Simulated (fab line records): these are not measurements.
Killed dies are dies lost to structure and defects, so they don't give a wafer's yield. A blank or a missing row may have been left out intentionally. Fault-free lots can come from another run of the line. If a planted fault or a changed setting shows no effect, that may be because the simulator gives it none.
Which tool is to blame? -- flow nand_harc -- 13 lots, 39 wafers sampled, at 5 steps of a route of 1302

== WHAT THE GAUGES READ, wafer by wafer ==
NHARC_A_BONDPAD_THK_MEAS_30: measures by ellipsometry.
lot,measured,on,thk_nm (nm)
L193,day 22 18:13,film_metro-02,198.5 200.8 197.8
L194,day 23 11:13,film_metro-02,199.7 200.3 197.7
L195,day 23 14:06,film_metro-02,200.8 201.7 200.7
L197,day 24 10:35,film_metro-01,202.1 202.4 203.7
L199,day 25 00:09,film_metro-02,201.0 204.1 198.8
L200,day 25 15:13,film_metro-02,200.0 200.8 201.0
L202,day 26 19:15,film_metro-02,202.1 199.2 199.4
L210,day 29 14:05,film_metro-02,199.9 200.4 201.4
L211,day 31 03:40,film_metro-01,200.1 201.3 198.8
L212,day 31 04:54,film_metro-02,199.8 201.0 201.5
L216,day 32 08:13,film_metro-02,197.9 198.1 198.6

NHARC_END_SORT_01.
lot,measured,on,killed_at_array,killed_at_other,killed_at_periphery,killed_dies,killed_open,killed_short
L201,day 28 08:25,prober-01,669 676 674,6 0 1,2 1 2,677 677 677,6 5 3,2 1 3
L203,day 28 00:35,prober-02,672 674 673,1 1 2,4 2 2,677 677 677,1 3 5,2 5 2

== WHICH TOOL RAN EACH LOT (tool, then ch and the chambers of the sampled wafers, then the start) ==
lot,NHARC_A_CHANNEL_HOLE_D2_DEP_00,NHARC_A_BONDPAD_DEP_00,NHARC_A_BONDPAD_ETCH_12
L193,"acl_dep-01 ch 0, day 12 18:38","pecvd-04 ch 0,1,2, day 22 17:32","rie_diel-09 ch 1,2,3, no start"
L194,"acl_dep-01 ch 0, day 13 14:18","pecvd-02 ch 0,1,2, day 23 10:36","rie_diel-10 ch 0,2,3, no start"
L195,"acl_dep-02 ch 0, day 13 14:41","pecvd-04 ch 0,1,2, day 23 13:35","rie_diel-10 ch 0,3, no start"
L197,"acl_dep-02 ch 0, day 14 18:19","pecvd-02 ch 1,2, day 24 10:01","rie_diel-10 ch 1,2, no start"
L199,"acl_dep-02 ch 0, day 15 04:56","pecvd-04 ch 0,1,2, day 24 23:32","rie_diel-10 ch 1,2, no start"
L200,"acl_dep-02 ch 0, day 15 21:47","pecvd-01 ch 0,1,2, day 25 15:13 or earlier","rie_diel-09 ch 0,3, no start"
L201,"acl_dep-02 ch 0, day 16 16:12",-,-
L203,"acl_dep-02 ch 0, day 17 03:28",-,-
L202,"acl_dep-01 ch 0, day 17 04:43","pecvd-04 ch 1,2, day 26 18:35","rie_diel-10 ch 0,1,2, no start"
L210,"acl_dep-03 ch 0, day 19 20:32","pecvd-02 ch 0,1,2, day 29 13:26","rie_diel-09 ch 0,1,3, no start"
L211,"acl_dep-03 ch 0, day 20 14:37","pecvd-04 ch 0,1,2, day 31 03:08","rie_diel-10 ch 0,1,3, no start"
L212,"acl_dep-02 ch 0, day 20 20:13","pecvd-01 ch 0,1,2, day 31 04:22","rie_diel-10 ch 0,1,2, no start"
L216,"acl_dep-02 ch 0, day 22 19:55","pecvd-04 ch 1,2, day 32 07:34","rie_diel-09 ch 1,2,3, no start"
- NHARC_A_CHANNEL_HOLE_D2_DEP_00: deposits aC, target thk 3100 nm.
- NHARC_A_BONDPAD_DEP_00: deposits SiCN, target thk 250 nm.
- NHARC_A_BONDPAD_ETCH_12: etches the open film in CHF3/O2, target depth 220 nm, time 110 s.

== WHAT THE TOOLS THEMSELVES READ (means of the sampled wafers that have a number; where no wafer has one, the mark that the record gives instead) ==
NHARC_A_CHANNEL_HOLE_D2_DEP_00.
lot,tool,throttle_valve_pct (%)
L193,acl_dep-01,34.987
L194,acl_dep-01,35.005
L195,acl_dep-02,35.001
L197,acl_dep-02,35.001
L199,acl_dep-02,34.998
L200,acl_dep-02,34.988
L201,acl_dep-02,34.997
L203,acl_dep-02,35.003
L202,acl_dep-01,34.999
L210,acl_dep-03,34.999
L211,acl_dep-03,34.993
L212,acl_dep-02,35.001
L216,acl_dep-02,35.000

NHARC_A_BONDPAD_DEP_00.
lot,tool,chamber_pressure_Torr (Torr),heater_power_w (W)
L193,pecvd-04,2.996,562
L194,pecvd-02,3.001,573
L195,pecvd-04,2.998,525
L197,pecvd-02,2.999,557
L199,pecvd-04,2.998,530
L200,pecvd-01,3.007,484
L202,pecvd-04,2.997,545
L210,pecvd-02,2.997,600
L211,pecvd-04,2.991,516
L212,pecvd-01,2.994,506
L216,pecvd-04,2.993,565

NHARC_A_BONDPAD_ETCH_12.
lot,tool,drypump_motor_current_A (A),oes_product_au (a.u.),rf_vpp_V (V),showerhead_plenum_p_Torr (Torr),throttle_valve_pct (%)
L193,rie_diel-09,5.7,0.963,370.1,2.39,20.577
L194,rie_diel-10,6.0,0.969,372.8,2.47,20.571
L195,rie_diel-10,6.2,0.963,372.0,2.42,20.569
L197,rie_diel-10,5.7,0.965,372.5,2.53,20.572
L199,rie_diel-10,5.7,0.922,373.6,2.53,20.574
L200,rie_diel-09,6.1,0.919,372.1,2.48,20.569
L202,rie_diel-10,5.8,0.969,372.1,2.47,20.574
L210,rie_diel-09,6.1,0.970,371.5,2.43,20.576
L211,rie_diel-10,5.6,0.923,372.2,2.50,20.573
L212,rie_diel-10,5.8,0.969,372.8,2.47,20.574
L216,rie_diel-09,5.7,0.919,370.5,2.38,20.566

== THE ANSWER, worked out from the rows above alone ==
Rule: what is usual is taken from the lots themselves. The widest of any qualifying gaps counts: lots, ordered by their means at a reading, are off when they make up no more than a third of the lots, leave a main group of 4 or more, and stand apart from it by 3 or more times the standard deviation of that group's means. Not used: any main group whose means are identical at the precision the tables above print for the reading. Also off: a lot with no number at a reading for which 4 or more lots have one. All remaining lots with rows at the step are treated as sound. After the gauges, taken in route order, come the tools' own readings; for these a lot's mean is taken, as printed above. The first step at which some lot is off is used, and at that step the reading that is off furthest; a lot without a number counts as furthest.
No lot is off at any reading shown: from this, nothing can be told.

== WHAT THE SIMULATOR PUT IN ==
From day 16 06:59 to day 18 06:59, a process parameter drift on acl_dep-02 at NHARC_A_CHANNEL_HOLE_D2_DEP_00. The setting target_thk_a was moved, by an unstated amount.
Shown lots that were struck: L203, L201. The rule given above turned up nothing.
